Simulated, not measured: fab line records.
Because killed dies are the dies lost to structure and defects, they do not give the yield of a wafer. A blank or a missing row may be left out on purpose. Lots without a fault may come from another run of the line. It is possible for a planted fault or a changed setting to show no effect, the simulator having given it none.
A lot that was struck, set against a sound lot :: flow n5-finfet :: 43 steps out of a route of 1938
Sound: the wafers L350.1, L350.5, L350.6. Wafers L363.4, L363.5, L363.6 were the ones struck. Last of all comes the cause.
Per side, at each step with rows, come the tool, then ch with its chambers, and then its first start. Under that, the readings that differ: sound wafers :: struck wafers :: difference of the means :: sigmas: that difference in standard deviations of wafers without a fault.
alike: words and numbers the same on both sides, and readings whose means are apart by under 2 such deviations; not compared: readings that were withheld, readings missing a value for some wafer, numbers with overlapping values and no deviation given by the record, and bounds like >300 which may hide the same value.
A row with sigmas, a row that says differs or no value, or rows on one side alone: a step with any of these is where the two part. When numbers do not overlap yet have no deviation, they are printed without sigmas and do not part them. Lack of a reading on every wafer of one side parts them only where that side has two or more wafers.

first, 1 step without rows for these wafers: N5_SD_EPI_P_STRIP_38 (strips in N2/H2).
N5_SD_EPI_P_ETCHBACK_46: etches SiNx in CH3F/O2, stops on SiO2, target depth 17.5 nm.
  sound on rie-diel-03 ch 0,1, day 3 11:13; struck on rie-diel-01 ch 2,3, day 6 13:53
  alike: O2_flow_sccm, drypump-motor-current-A, mfc-ar-sccm, oes-product-au, rf-vpp-V, showerhead-plenum-p-Torr, throttle-valve-pct
  not compared: rf-hours-counter-h
N5_SD_EPI_P_ETCH_47: etches SiOCN in CH3F/O2, target depth 25 nm.
  sound on rie-diel-03 ch 0,1, day 3 11:19; struck on rie-diel-01 ch 2,3, day 6 13:59
  alike: O2_flow_sccm, drypump-motor-current-A, mfc-ar-sccm, oes-product-au, rf-vpp-V, showerhead-plenum-p-Torr, throttle-valve-pct
  not compared: rf-hours-counter-h
then, 2 steps without rows for these wafers: N5_SD_EPI_P_ETCH_16 (etches SiO2 in CHF3/O2, target depth 5 nm); N5_SD_EPI_P_STRIP_50 (strips in CHF3/O2).
N5_SD_EPI_P_SD_RECESS_17: chemistry HBr/Cl2/O2, target depth 39.1 nm, bt time 3 s.
  sound on rie-si-02 ch 1,2,3, day 3 11:29; struck on rie-si-04 ch 0,1, day 6 14:09
  alike: O2_flow_sccm, drypump-motor-current-A, oes-product-au, throttle-valve-pct
  not compared: rf-hours-counter-h
then, 6 steps without rows for these wafers: N5_SD_EPI_P_WET_ETCH_45 (etches SiO2 in dHF, time 10.7 s, target depth 2 nm, rinse time 30 s); N5_SD_EPI_P_STRIP_40 (strips in N2/H2); N5_SD_EPI_P_PRECLEAN_52 (cleans in O3/DIW, time 60 s); N5_SD_EPI_P_SRD_20 (time 30 s); N5_SD_EPI_P_PRECLEAN_51 (cleans in NF3:NH3, afs cycles 1, time 20 s, sublimation time 60 s); N5_SD_EPI_P_VAPOR_ETCH_44 (etches SiGe30 in NF3/Ar, time 3.3 s).
N5_SD_EPI_P_EPI_21: deposits SiGe:B, time 355 s.
  sound on epi-rpcvd-04 ch 0, day 3 12:10; struck on epi-rpcvd-03 ch 0, day 6 15:54
reading: epi-growth-time-s (s)
sound: 355 355 355
struck: 672.78 672.78 672.78
difference: +317.78
sigmas: 

reading: model.SiGe-B_of_SD_EPI_P_EPI_21.thk-nm (nm)
sound: 61.4 60.8 61.2
struck: 92.4 91.4 91.6
difference: +30.7
sigmas: 
N5_SD_EPI_P_EPI_MEAS_23:
  sound on film-metro-02 at day 3 14:22; struck on film-metro-01 at day 6 17:01
reading: thk-nm (nm)
sound: 60.8 61.0 61.3
struck: 91.6 92.6 92.1
difference: +31.1
sigmas: +26
then, 6 steps without rows for these wafers: N5_SD_EPI_P_HM_STRIP_48 (strips SiNx in H3PO4, material SiNx, target depth 3 nm); N5_SD_EPI_P_SRD_49 (time 30 s); N5_SD_EPI_P_PRECLEAN_24 (cleans in O3/DIW, time 45 s); N5_SD_EPI_P_PRECLEAN_32 (cleans in dHF, time 10 s); N5_SD_EPI_P_PRECLEAN_33 (cleans in SC2, time 45 s); N5_SD_EPI_P_SRD_25 (time 30 s).
N5_SD_EPI_P_INSPECT_26: inspects for defects (darkfield).
  sound on defect-inspect-02 at day 3 14:32; struck on defect-inspect-02 at day 6 17:11
  alike: raw-defect-count
then, 2 steps without rows for these wafers: N5_SD_ACTIVATION_RTA_00 (time 0 s); N5_SD_ACTIVATION_LSA_01 (time 0.0008 s).
N5_SD_ACTIVATION_RS_MEAS_03: uses a four-point probe to measure.
  sound on film-metro-02 at day 3 15:02; struck on film-metro-01 at day 6 17:43
reading: RS_SD_P (ohm/sq)
sound: 56.2 57.1 56.8
struck: 38.1 38.4 38.1
difference: -18.5
sigmas: -21
  alike: RS_SD_N
N5_SD_ACTIVATION_INSPECT_02: inspects for defects (darkfield).
  sound on defect-inspect-01 at day 3 15:22; struck on defect-inspect-01 at day 6 17:59
  alike: raw-defect-count
then, 4 steps without rows for these wafers: N5_ILD0_LINER_00 (material SiNx, target thk 4 nm, pulse time 1 s, purge time 2 s); N5_ILD0_FCVD_FILL_01 (material SiO2 flowable, target thk 200 nm, time 328.3 s); N5_ILD0_CURE_02 (time 1800 s); N5_ILD0_CMP_03 (polishes, stops on SiNx, t overpolish 1.9 s, target thk 197.38 nm).
N5_ILD0_THK_MEAS_04:
  sound on film-metro-02 at day 3 19:01; struck on film-metro-02 at day 6 20:41
reading: thk-nm (nm)
sound: 196.8 197.3 196.2
struck: 198.1 199.1 199.3
difference: +2.1
sigmas: +2
N5_ILD0_CMP_07: polishes SiO2 flowable, stops on poly-Si, t overpolish 1.18 s, target thk 138.88 nm.
  sound on cmp-04 ch 0,1,2, day 3 19:08; struck on cmp-02 ch 0,3, day 6 20:44
  alike: motor-current-A
N5_ILD0_THK_MEAS_08:
  sound on film-metro-02 at day 3 19:20; struck on film-metro-02 at day 6 21:00
  alike: thk-nm
then, 2 steps without rows for these wafers: N5_ILD0_PRECLEAN_10 (cleans in NF3:NH3, afs cycles 5, time 20 s, sublimation time 60 s); N5_ILD0_ALD_15 (deposits SiNx, target thk 24 nm, pulse time 1 s, ald cycles 480).
N5_ILD0_CMP_12: polishes SiNx, stops on poly-Si, t overpolish 6 s, target thk 17.67 nm.
  sound on cmp-02 ch 0,1, day 3 22:18; struck on cmp-03 ch 1,2, day 6 23:57
  alike: motor-current-A, overpolish-run-s, time-to-endpoint-s
N5_ILD0_THK_MEAS_13:
  sound on film-metro-02 at day 3 22:34; struck on film-metro-01 at day 7 00:13
  alike: thk-nm
N5_ILD0_INSPECT_06: inspects for defects (darkfield).
  sound on defect-inspect-01 at day 3 22:35; struck on defect-inspect-01 at day 7 00:14
  alike: raw-defect-count
then, 4 steps without rows for these wafers: N5_SDB_HM_DEP_00 (deposits SiNx from SiH4/NH3/N2, target thk 40 nm, time 35.3 s); N5_SDB_COAT_03 (time 60 s, resist thk 100 nm); N5_SDB_COAT_04 (time 60 s, resist thk 18 nm); N5_SDB_COAT_05 (resist thk 90 nm).
N5_MOL_CONTACT_COAG_ETCH_110: etches Si in CF4/O2, target depth 2.5 nm, time 8 s.
  sound on rie-diel-04 ch 0,1, day 4 21:50; struck on rie-diel-04 ch 0,1, day 7 22:55
reading: model.SiGe-B_of_SD_EPI_P_EPI_21.thk-nm (nm)
sound: 58.4 58 58.4
struck: 88 87 87.2
difference: +29
sigmas: 
  alike: O2_flow_sccm, cf4-flow-sccm, drypump-motor-current-A, mfc-ar-sccm, oes-product-au, rf-vpp-V, showerhead-plenum-p-Torr, throttle-valve-pct
  not compared: rf-hours-counter-h
-- here the record skips 4 days between the struck wafers' starts before and after, leaving off in module MOL_CONTACT_COAG and picking up in module BEOL_M4 (first step shown: number 1111 of the route) --
N5_BEOL_M4_RC_MEAS_101:
  sound on prober-01 ch 0, day 7 18:50; struck on prober-01 ch 0, day 11 21:01
reading: ION_P (uA/um)
sound: 463 459 462
struck: 480 480 480
difference: +19
sigmas: +3

reading: RS_SD_P (ohm/sq)
sound: 66.2 66.5 66.2
struck: 44.1 44.7 44.4
difference: -21.9
sigmas: -25

reading: VT_P (mV)
sound: -249.4 -254.1 -252.0
struck: -245.7 -244.4 -244.5
difference: +7.0
sigmas: +3

reading: VT_P_LVT (mV)
sound: -97.8 -101.4 -100.4
struck: -92.3 -94.4 -93.2
difference: +6.6
sigmas: +3
  alike: DIBL_N, DIBL_P, IOFF_N, IOFF_P, ION_N, SS_N, SS_P, VT_N

WHERE THEY PART
First at N5_SD_EPI_P_EPI_MEAS_23; last, within this record, at N5_BEOL_M4_RC_MEAS_101.

WHY: what the simulator had put in
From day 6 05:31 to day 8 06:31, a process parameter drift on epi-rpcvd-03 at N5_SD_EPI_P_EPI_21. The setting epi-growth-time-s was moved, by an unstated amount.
